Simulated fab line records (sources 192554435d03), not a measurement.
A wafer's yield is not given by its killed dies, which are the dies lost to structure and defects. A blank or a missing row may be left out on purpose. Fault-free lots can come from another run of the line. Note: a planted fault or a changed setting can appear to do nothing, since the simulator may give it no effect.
fab line records    flow n5Finfet
record lots=7  wafers=21
route steps=1938 shown BEOL_M2@890 BEOL_M3@998 BEOL_M5@1130 BEOL_M6@1239
startH: the number of hours between the record's first day and the start of the first shown wafer of the lot    waitH: how many hours have passed since the lot's step before this one    " same as the row above    L1.1+2: a single row standing in for several wafers    - no value, or no start given    * or withheld: withheld    < > ~ a bound
route shown NAME@n: names a module that has steps shown in the file, with the first one's number in the route    usual: mean/standard deviation of fault-free wafers    same: alike in all rows    chamber/n: place in a boat    sites: per-site readings    _std_site: their standard deviation    _edge_site: mean of outer sites minus mean of inner sites    radiusMm: for every site, how far away it sits from the centre of the wafer    mask NAME#n: copy n    behind: the most recent tool/chamber to have shaped the wafer    hold: reason for holding the lot/hours on hold/outcome of the hold    device: names the non-switching transistor (n, p or np)    end of line: tests of these same wafers at the route's end    a step given without rows: its recipe and nothing more    killed: dies that structure and defects cost at the first sort, which is not the same as the wafer's yield    map: per-die view of a wafer (x killed, . not killed, _ where there is no die)
set.NAME: the run value of the setting; set.NAME@STEP: its run value at that earlier step    model.NAME: the simulator's own value behind a step, which no gauge read
lots whose settings were changed on purpose; a table a step, a row a wafer
## steps
# step N5_BEOL_M2_TRENCH_ETCH_37
# recipe chemistry=C4F6/O2  targetDepthA=555.55  target=SiOC  timeS=29.2  ionEnergyEv=250  pressureMtorr=30  sourceW=355  biasW=185  Ar_flow_sccm=300  C4F6_flow_sccm=10  O2_flow_sccm=10
lot.wafer  tool        chamber  startH  waitH  set.timeS  model.etch.depthNm  model.BEOL_M2.featureDepthNm  model.TiN_of_BEOL_M2_HM_DEP_02.thkNm
L075.3     rieDiel-03  3        -       -      35.14      66.62               66.6                          17.2
L075.4     "           0        "       "      29.2       54.88               54.8                          17.6
L075.6     "           3        "       "      35.14      65.46               65.4                          17.2
L076.3     rieDiel-03  0        -       -      24.94      46.84               46.8                          17.6
L076.5     "           3        "       "      24.94      46.87               46.8                          17.8
L076.6     "           2        "       "      29.2       55.99               56                            17.2
L080.1     rieDiel-03  3        -       -      29.2       54.55               54.6                          18.2
L080.2     "           2        "       "      29.2       55.66               55.6                          18
L080.3     "           1        "       "      29.2       55.36               55.4                          18.2
L081.1     rieDiel-05  0        -       -      29.2       56.33               56.4                          17.6
L081.2     "           3        "       "      29.2       56.63               56.6                          17.4
L081.4     "           2        "       "      29.2       56.71               56.8                          17.4
L083.2     rieDiel-05  0        -       -      29.2       56.46               56.4                          17.6
L083.5     "           2        "       "      29.2       56.16               56.2                          17.6
L083.6     "           3        "       "      23.06      44.71               44.8                          18
L085.4     rieDiel-05  1        -       -      32.89      61.8                61.8                          17.6
L085.5     "           1        "       "      29.2       54.87               54.8                          17.8
L085.6     "           2        "       "      32.89      63.29               63.2                          17.6
L092.2     rieDiel-05  3        -       -      29.2       56.99               57                            17.8
L092.5     "           3        "       "      31.47      61.03               61                            17.6
L092.6     "           0        "       "      29.2       56.75               56.8                          17.8
# step N5_BEOL_M2_ETCH_41
# recipe chemistry=CH3F/O2  target=SiCN  targetDepthA=299  taperDeg=2  timeS=52.5  ionEnergyEv=120  maskMaterial=TiN  pressureMtorr=30  sourceW=395  biasW=75  Ar_flow_sccm=150  CH3F_flow_sccm=30  O2_flow_sccm=20
# step N5_BEOL_M2_STRIP_97
# recipe chemistry=N2/H2  timeS=10  powerW=450  tempC=40  pressureMtorr=20  rfFrequencyHz=6e+07  biasPowerW=7  n2FlowSccm=200  h2FlowSccm=200
# step N5_BEOL_M2_OCD_MEAS_38
# usual trenchDepthNm=55.6/0.83
lot.wafer  tool    chamber  startH  waitH  set.timeS@BEOL_M2_TRENCH_ETCH_37  trenchDepthNm
L075.3     ocd-01  -        143.50  -      35.14                             66.6
L075.4     "       -        "       "      29.2                              54.7
L075.6     "       -        "       "      35.14                             65.5
L076.3     ocd-02  -        149.32  -      24.94                             46.3
L076.5     "       -        "       "      24.94                             46.1
L076.6     "       -        "       "      29.2                              56.4
L080.1     ocd-02  -        171.18  -      29.2                              54.0
L080.2     "       -        "       "      29.2                              55.4
L080.3     "       -        "       "      29.2                              55.2
L081.1     ocd-01  -        178.30  -      29.2                              56.2
L081.2     "       -        "       "      29.2                              56.8
L081.4     "       -        "       "      29.2                              55.9
L083.2     ocd-02  -        199.42  -      29.2                              56.6
L083.5     "       -        "       "      29.2                              55.8
L083.6     "       -        "       "      23.06                             44.6
L085.4     ocd-02  -        203.70  -      32.89                             61.8
L085.5     "       -        "       "      29.2                              54.6
L085.6     "       -        "       "      32.89                             63.0
L092.2     ocd-02  -        254.21  -      29.2                              56.7
L092.5     "       -        "       "      31.47                             60.9
L092.6     "       -        "       "      29.2                              56.8
# step N5_BEOL_M2_HM_STRIP_39
# recipe chemistry=peroxideTinStrip  material=TiN  targetDepthA=250  tempC=50  timeS=158
# step N5_BEOL_M2_SRD_40
# recipe timeS=30  tempC=23  rinseLiquid=diw  dry=ipaMarangoni
# step N5_BEOL_M2_ECD_50
# recipe material=Cu  targetThkA=3000
# step N5_BEOL_M2_ANNEAL_51
# recipe tempC=225  timeS=90  ambient=N2
# step N5_BEOL_M2_CMP_52
# recipe stopOn=SiOC  tOverpolishS=6.8  downForcePsi=1  platenRpm=50  clearingPlatenDownForcePsi=1.5  clearingPlatenRpm=50  postCmpClean=cuAlkaline  targetThkNm=40  clearingPlatenPadVelocityMS=0.99484  padVelocityMS=0.99484
lot.wafer  tool    chamber  startH  waitH  set.timeS@BEOL_M2_TRENCH_ETCH_37  model.Cu_of_BEOL_M2_ECD_50.thkNm
L075.3     cmp-02  1        146.68  0.2    35.14                             50.6
L075.4     "       2        "       "      29.2                              38
L075.6     "       1        "       "      35.14                             49.6
L076.3     cmp-02  3        154.69  0.3    24.94                             30.8
L076.6     "       1        "       "      29.2                              39.8
L076.5     "       2        "       "      24.94                             30.4
L080.3     cmp-02  0        175.01  0.2    29.2                              40
L080.1     "       1        "       "      29.2                              39.2
L080.2     "       2        "       "      29.2                              39.6
L081.2+1   cmp-01  3,1      182.12  0.2    29.2                              42.2
L081.4     "       0        "       "      29.2                              40.2
L083.2     cmp-02  1        203.40  0.2    29.2                              40.2
L083.6     "       1        "       "      23.06                             30.4
L083.5     "       2        "       "      29.2                              40.4
L085.4     cmp-03  0        207.51  0.2    32.89                             46.2
L085.5     "       1        "       "      29.2                              40
L085.6     "       2        "       "      32.89                             48.4
L092.2+6   cmp-02  3        257.83  0.2    29.2                              41.6
L092.5     "       2        "       "      31.47                             43.6
# step N5_BEOL_M2_THK_MEAS_53
# recipe thkMeasGauge=xrf  reads=Cu_of_BEOL_M2_ECD_50
# usual M2_THK=40.1/1.3
lot.wafer  tool          chamber  startH  waitH  set.timeS@BEOL_M2_TRENCH_ETCH_37  M2_THK[nm]
L075.3     filmMetro-02  -        146.98  -      35.14                             51.4
L075.4     "             -        "       "      29.2                              38.5
L075.6     "             -        "       "      35.14                             50.3
L076.3     filmMetro-02  -        154.91  -      24.94                             30.7
L076.5     "             -        "       "      24.94                             30.4
L076.6     "             -        "       "      29.2                              39.9
L080.1     filmMetro-02  -        175.26  -      29.2                              39.6
L080.2     "             -        "       "      29.2                              40.0
L080.3     "             -        "       "      29.2                              40.4
L081.1     filmMetro-02  -        182.38  -      29.2                              42.7
L081.2     "             -        "       "      29.2                              42.6
L081.4     "             -        "       "      29.2                              40.5
L083.2     filmMetro-01  -        203.70  -      29.2                              40.6
L083.5     "             -        "       "      29.2                              40.6
L083.6     "             -        "       "      23.06                             30.6
L085.4     filmMetro-02  -        207.69  -      32.89                             47.2
L085.5     "             -        "       "      29.2                              40.3
L085.6     "             -        "       "      32.89                             49.0
L092.2     filmMetro-01  -        258.09  -      29.2                              42.0
L092.5     "             -        "       "      31.47                             44.1
L092.6     "             -        "       "      29.2                              42.1
# step N5_BEOL_M2_PRE_CLEAN_60
# recipe gas=NH3/H2  timeS=15  tempC=*  rfPowerW=300
# step N5_BEOL_M2_CO_CAP_55
# recipe material=Co  targetThkA=20  tempC=200  precursor=CCTBA/H2  pressureTorr=30  timeS=102.1
# step N5_BEOL_M2_PRE_CLEAN_56
# recipe gas=NH3  timeS=15  tempC=withheld  rfPowerW=300
# step N5_BEOL_M2_DEP_57
# recipe material=SiCN  targetThkA=80  tempC=withheld  precursor=3MS/NH3  pressureTorr=3  rfW=202  timeS=14
# step N5_BEOL_M2_RS_MEAS_58
# recipe thkMeasGauge=four-point-probe  reads=Co_of_BEOL_M2_CO_CAP_55+Cu_of_BEOL_M2_ECD_50+Co_of_BEOL_M2_CVD_47+TaN_of_BEOL_M2_ALD_84
# usual M2_RS=0.673/0.027
lot.wafer  tool          chamber  startH  waitH  set.timeS@BEOL_M2_TRENCH_ETCH_37  M2_RS[ohm/sq]
L075.3     filmMetro-01  -        147.24  0.1    35.14                             0.494
L075.4     "             -        "       "      29.2                              0.712
L075.6     "             -        "       "      35.14                             0.509
L076.3     filmMetro-01  -        155.17  0.1    24.94                             0.942
L076.5     "             -        "       "      24.94                             0.953
L076.6     "             -        "       "      29.2                              0.672
L080.1     filmMetro-01  -        175.52  0.0    29.2                              0.685
L080.2     "             -        "       "      29.2                              0.677
L080.3     "             -        "       "      29.2                              0.667
L081.1     filmMetro-01  -        182.64  0.0    29.2                              0.625
L081.2     "             -        "       "      29.2                              0.622
L081.4     "             -        "       "      29.2                              0.665
L083.2     filmMetro-02  -        203.96  0.1    29.2                              0.663
L083.5     "             -        "       "      29.2                              0.659
L083.6     "             -        "       "      23.06                             0.956
L085.4     filmMetro-02  -        207.95  0.0    32.89                             0.555
L085.5     "             -        "       "      29.2                              0.668
L085.6     "             -        "       "      32.89                             0.522
L092.2     filmMetro-01  -        258.39  0.1    29.2                              0.633
L092.5     "             -        "       "      31.47                             0.596
L092.6     "             -        "       "      29.2                              0.634
# step N5_BEOL_M3_SPUTTER_81
# recipe material=Cu  targetThkA=45  tempC=-20  chamberPressurePa=0.07  powerW=withheld  timeS=8.29
lot.wafer  tool           chamber  startH  waitH  set.timeS  model.Cu_of_BEOL_M3_SPUTTER_81.thkNm
L075.3+4   pvdSputter-02  -        154.40  0.1    8.29       4.4
L075.6     "              -        "       "      8.29       4.6
L076.3     pvdSputter-01  -        166.29  0.1    8.29       4.6
L076.5+6   "              -        "       "      9.11       -
L080.1     pvdSputter-01  -        184.42  0.1    8.992      -
L080.2     "              -        "       "      8.29       4.6
L080.3     "              -        "       "      8.29       4.4
L081.1+2   pvdSputter-02  -        193.45  0.1    8.29       4.6
L081.4     "              -        "       "      8.29       4.4
L083.2     pvdSputter-02  -        216.40  0.1    8.29       4.6
L083.5+6   "              -        "       "      9.002      5
L085.4     pvdSputter-01  -        219.75  0.1    7.752      -
L085.5     "              -        "       "      7.752      4
L085.6     "              -        "       "      8.29       4.4
L092.2     pvdSputter-02  -        266.71  0.1    7.813      4
L092.5     "              -        "       "      8.29       4.4
L092.6     "              -        "       "      7.813      -
# step N5_BEOL_M5_ETCH_72
# recipe chemistry=N2/H2  target=underlayer  targetDepthA=65  maskMaterial=CAR-EUV  timeS=5.2  ionEnergyEv=200  pressureMtorr=30  sourceW=840  biasW=150  n2FlowSccm=200  h2FlowSccm=200  ends=cleared
# usual rfVppV=523.5/2.6
lot.wafer  tool        chamber  startH  waitH  set.biasW  rfVppV
L075.3     rieDiel-02  2        175.46  0.0    132.1      480.0
L075.4     "           3        "       "      150        526.1
L075.6     "           3        "       "      132.1      484.8
L076.3     rieDiel-06  0        184.17  0.0    150        520.2
L076.5     "           2        "       "      150        522.3
L076.6     "           1        "       "      150        528.4
L080.1     rieDiel-06  1        203.28  0.0    150        528.5
L080.2     "           0        "       "      150        522.5
L080.3     "           2        "       "      140.5      502.3
L081.1     rieDiel-06  1        208.47  0.0    150        530.9
L081.2     "           2        "       "      150        522.2
L081.4     "           0        "       "      150        523.8
L083.2     rieDiel-01  1        229.67  0.0    150        520.4
L083.5     "           0        "       "      150        527.4
L083.6     "           3        "       "      150        522.5
L085.4     rieDiel-02  2        232.51  0.0    150        522.8
L085.5     "           1        "       "      150        523.4
L085.6     "           0        "       "      150        524.5
L092.2     rieDiel-02  1        286.98  0.0    150        524.1
L092.5     "           1        "       "      150        520.5
L092.6     "           3        "       "      150        526.2
# step N5_BEOL_M5_COAT_66
# recipe resist=SiARC  tempC=220  timeS=60  spinRpm=1500  resistThkNm=12
lot.wafer   tool           chamber  startH  waitH  set.spinRpm  model.SiARC_of_BEOL_M5_COAT_66.thkNm
L075.3+4    lithoTrack-01  0        -       -      1500         12
L075.6      "              0        "       "      1662         11.4
L076.3+5+6  lithoTrack-01  0        -       -      1500         12
L080.1+3    lithoTrack-01  0        -       -      1500         12
L080.2      "              0        "       "      1443         12.2
L081.1+2+4  lithoTrack-02  0        -       -      1500         12
L083.2+5+6  lithoTrack-02  0        -       -      1500         12
L085.4+5+6  lithoTrack-02  0        -       -      1500         12
L092.2      lithoTrack-04  0        -       -      1500         12
L092.5+6    "              0        "       "      1597         11.6
# step N5_BEOL_M5_COAT_74
# recipe resist=underlayer  tempC=205  timeS=60  spinRpm=1500  resistThkNm=5
# step N5_BEOL_M5_COAT_22
# recipe resist=CAR-EUV  spinRpm=1500  resistThkNm=30
# step N5_BEOL_M5_DESCUM_33
# recipe chemistry=O2  timeS=7  sourcePowerW=50  biasPowerW=20  pressureMtorr=20  rfFrequencyHz=2.712e+07  tempC=40  resist=CAR-EUV  o2FlowSccm=225
# step N5_BEOL_M5_ETCH_75
# recipe chemistry=N2/H2  target=underlayer  targetDepthA=65  maskMaterial=CAR-EUV  timeS=5.2  ionEnergyEv=200  pressureMtorr=30  sourceW=840  biasW=150  n2FlowSccm=200  h2FlowSccm=200  ends=cleared
# step N5_BEOL_M5_ETCH_67
# recipe chemistry=CF4  target=SiARC  targetDepthA=156  maskMaterial=CAR-EUV  timeS=26  ionEnergyEv=80  pressureMtorr=40  sourceW=545  biasW=36  Ar_flow_sccm=100  cf4FlowSccm=100  ends=cleared
lot.wafer  tool        chamber  startH  waitH  set.spinRpm@BEOL_M5_COAT_66  model.CAR-EUV_of_BEOL_M5_COAT_22.thkNm  model.etch.depthNm
L075.3     rieDiel-06  2        176.66  0.0    1500                         11                                      12.05
L075.4     "           1        "       "      1500                         11                                      12.08
L075.6     "           1        "       "      1662                         11.6                                    11.46
L076.3+6   rieDiel-06  1        185.92  0.0    1500                         11.2                                    12.03
L076.5     "           0        "       "      1500                         11                                      12.07
L080.1     rieDiel-01  1        204.57  0.0    1500                         11.2                                    12.02
L080.2     "           0        "       "      1443                         10.8                                    12.3
L080.3     "           3        "       "      1500                         11.2                                    12.04
L081.1     rieDiel-01  0        210.28  0.0    1500                         11.2                                    12.01
L081.2     "           3        "       "      1500                         11                                      12.05
L081.4     "           1        "       "      1500                         11                                      12.03
L083.2     rieDiel-06  3        231.35  0.0    1500                         11                                      12
L083.5     "           2        "       "      1500                         11.2                                    11.97
L083.6     "           3        "       "      1500                         11.2                                    11.98
L085.4     rieDiel-06  3        234.64  0.0    1500                         11.2                                    12.04
L085.5     "           0        "       "      1500                         11.2                                    12.03
L085.6     "           1        "       "      1500                         11.2                                    12.02
L092.2     rieDiel-01  2        290.13  0.0    1500                         11                                      11.97
L092.5     "           2        "       "      1597                         11.4                                    11.64
L092.6     "           1        "       "      1597                         11.4                                    11.62
# step N5_BEOL_M5_ETCH_68
# recipe chemistry=N2/H2  target=SOC  targetDepthA=800  overetchA=160  maskMaterial=SiARC  tempC=40  timeS=120  ionEnergyEv=200  pressureMtorr=30  sourceW=840  biasW=150  n2FlowSccm=200  h2FlowSccm=200
lot.wafer   tool        chamber  startH  waitH  set.spinRpm@BEOL_M5_COAT_66  model.SiARC_of_BEOL_M5_COAT_66.thkNm
L075.3+4    rieDiel-06  2,1      176.69  0.0    1500                         6.4
L075.6      "           1        "       "      1662                         5.8
L076.3+5+6  rieDiel-06  1,0,1    185.95  0.0    1500                         6.4
L080.1      rieDiel-01  1        204.60  0.0    1500                         6.6
L080.2      "           0        "       "      1443                         6.8
L080.3      "           3        "       "      1500                         6.4
L081.1+2    rieDiel-01  0,3      210.31  0.0    1500                         6.4
L081.4      "           1        "       "      1500                         6.6
L083.2+6    rieDiel-06  3        231.38  0.0    1500                         6.2
L083.5      "           2        "       "      1500                         6.4
L085.4+5+6  rieDiel-06  3,0,1    234.67  0.0    1500                         6.4
L092.2      rieDiel-01  2        290.16  0.0    1500                         6.4
L092.5      "           2        "       "      1597                         6
L092.6      "           1        "       "      1597                         6.2
# step N5_BEOL_M6_TRENCH_ETCH_37
# recipe chemistry=C4F6/O2  targetDepthA=944.35  target=SiCOH_lowk  timeS=31.5  ionEnergyEv=250  pressureMtorr=30  sourceW=345  biasW=185  Ar_flow_sccm=300  C4F6_flow_sccm=10  O2_flow_sccm=10
lot.wafer  tool        chamber  startH  waitH  set.timeS  model.BEOL_M6.featureDepthNm  model.etch.depthNm
L075.3     rieDiel-05  1        -       -      31.5       93.2                          93.24
L075.4     "           2        "       "      31.5       95.2                          95.2
L075.6     "           2        "       "      31.5       95.2                          95.19
L076.3     rieDiel-03  2        -       -      37.34      111.8                         111.8
L076.5     "           1        "       "      31.5       93.6                          93.53
L076.6     "           2        "       "      37.34      111.2                         111.3
L080.1     rieDiel-05  2        -       -      31.5       95.6                          95.51
L080.2     "           3        "       "      31.5       96.2                          96.2
L080.3     "           1        "       "      31.5       92.6                          92.63
L081.1     rieDiel-04  1        -       -      31.5       96.2                          96.3
L081.2     "           2        "       "      31.5       93.2                          93.23
L081.4     "           3        "       "      31.5       94.6                          94.69
L083.2     rieDiel-04  2        -       -      31.5       93.2                          93.15
L083.5     "           1        "       "      26.38      80.2                          80.23
L083.6     "           2        "       "      26.38      78.6                          78.57
L085.4     rieDiel-03  0        -       -      25.6       78.2                          78.26
L085.5     "           1        "       "      31.5       95.2                          95.1
L085.6     "           0        "       "      31.5       95.6                          95.55
L092.2     rieDiel-04  3        -       -      31.5       93.6                          93.6
L092.5     "           3        "       "      31.5       93.2                          93.27
L092.6     "           0        "       "      31.5       95                            95.1
# step N5_BEOL_M6_ETCH_41
# recipe chemistry=CH3F/O2  target=SiCN  targetDepthA=297  taperDeg=2  timeS=52  ionEnergyEv=120  maskMaterial=TiN  pressureMtorr=30  sourceW=395  biasW=75  Ar_flow_sccm=150  CH3F_flow_sccm=30  O2_flow_sccm=20
# step N5_BEOL_M6_STRIP_80
# recipe chemistry=N2/H2  timeS=10  powerW=450  tempC=40  pressureMtorr=20  rfFrequencyHz=6e+07  biasPowerW=7  n2FlowSccm=200  h2FlowSccm=200
# step N5_BEOL_M6_OCD_MEAS_38
# usual trenchDepthNm=94.4/1.4
lot.wafer  tool    chamber  startH  waitH  set.timeS@BEOL_M6_TRENCH_ETCH_37  trenchDepthNm
L075.3     ocd-02  -        188.59  -      31.5                              93.5
L075.4     "       -        "       "      31.5                              95.4
L075.6     "       -        "       "      31.5                              95.5
L076.3     ocd-02  -        199.08  -      37.34                             112.2
L076.5     "       -        "       "      31.5                              93.7
L076.6     "       -        "       "      37.34                             111.5
L080.1     ocd-02  -        217.77  -      31.5                              95.7
L080.2     "       -        "       "      31.5                              96.0
L080.3     "       -        "       "      31.5                              92.5
L081.1     ocd-02  -        220.93  -      31.5                              96.3
L081.2     "       -        "       "      31.5                              93.2
L081.4     "       -        "       "      31.5                              94.6
L083.2     ocd-02  -        243.61  -      31.5                              92.9
L083.5     "       -        "       "      26.38                             80.6
L083.6     "       -        "       "      26.38                             78.3
L085.4     ocd-01  -        248.51  -      25.6                              78.3
L085.5     "       -        "       "      31.5                              95.1
L085.6     "       -        "       "      31.5                              95.9
L092.2     ocd-02  -        305.10  -      31.5                              93.9
L092.5     "       -        "       "      31.5                              92.7
L092.6     "       -        "       "      31.5                              95.3
## key
split step=N5_BEOL_M2_TRENCH_ETCH_37  setting=timeS  stated=29.2  by=wafer
response step=N5_BEOL_M2_TRENCH_ETCH_37  reading=model.etch.depthNm  change=+0.569  per=1%  r=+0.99
response step=N5_BEOL_M2_TRENCH_ETCH_37  reading=model.BEOL_M2.featureDepthNm  change=+0.569  per=1%  r=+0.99
response step=N5_BEOL_M2_TRENCH_ETCH_37  reading=model.TiN_of_BEOL_M2_HM_DEP_02.thkNm  change=-0.0217  per=1%  r=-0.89
response step=N5_BEOL_M2_OCD_MEAS_38  reading=trenchDepthNm  change=+0.585  per=1%  r=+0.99
response step=N5_BEOL_M2_CMP_52  reading=model.Cu_of_BEOL_M2_ECD_50.thkNm  change=+0.54  per=1%  r=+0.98
response step=N5_BEOL_M2_THK_MEAS_53  reading=M2_THK  change=+0.554  per=1%  r=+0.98
response step=N5_BEOL_M2_RS_MEAS_58  reading=M2_RS  change=-0.0127  per=1%  r=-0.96
split step=N5_BEOL_M3_SPUTTER_81  setting=timeS  stated=8.29  by=wafer
response step=N5_BEOL_M3_SPUTTER_81  reading=model.Cu_of_BEOL_M3_SPUTTER_81.thkNm  change=+0.0546  per=1%  r=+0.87
split step=N5_BEOL_M5_ETCH_72  setting=biasW  stated=150  by=wafer
response step=N5_BEOL_M5_ETCH_72  reading=rfVppV  change=+3.66  per=1%  r=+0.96
split step=N5_BEOL_M5_COAT_66  setting=spinRpm  stated=1500  by=wafer
response step=N5_BEOL_M5_COAT_66  reading=model.SiARC_of_BEOL_M5_COAT_66.thkNm  change=-0.0568  per=1%  r=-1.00
response step=N5_BEOL_M5_ETCH_67  reading=model.CAR-EUV_of_BEOL_M5_COAT_22.thkNm  change=+0.0612  per=1%  r=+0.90
response step=N5_BEOL_M5_ETCH_67  reading=model.etch.depthNm  change=-0.0564  per=1%  r=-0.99
response step=N5_BEOL_M5_ETCH_68  reading=model.SiARC_of_BEOL_M5_COAT_66.thkNm  change=-0.0553  per=1%  r=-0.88
split step=N5_BEOL_M6_TRENCH_ETCH_37  setting=timeS  stated=31.5  by=wafer
response step=N5_BEOL_M6_TRENCH_ETCH_37  reading=model.BEOL_M6.featureDepthNm  change=+0.916  per=1%  r=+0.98
response step=N5_BEOL_M6_TRENCH_ETCH_37  reading=model.etch.depthNm  change=+0.915  per=1%  r=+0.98
response step=N5_BEOL_M6_OCD_MEAS_38  reading=trenchDepthNm  change=+0.915  per=1%  r=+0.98
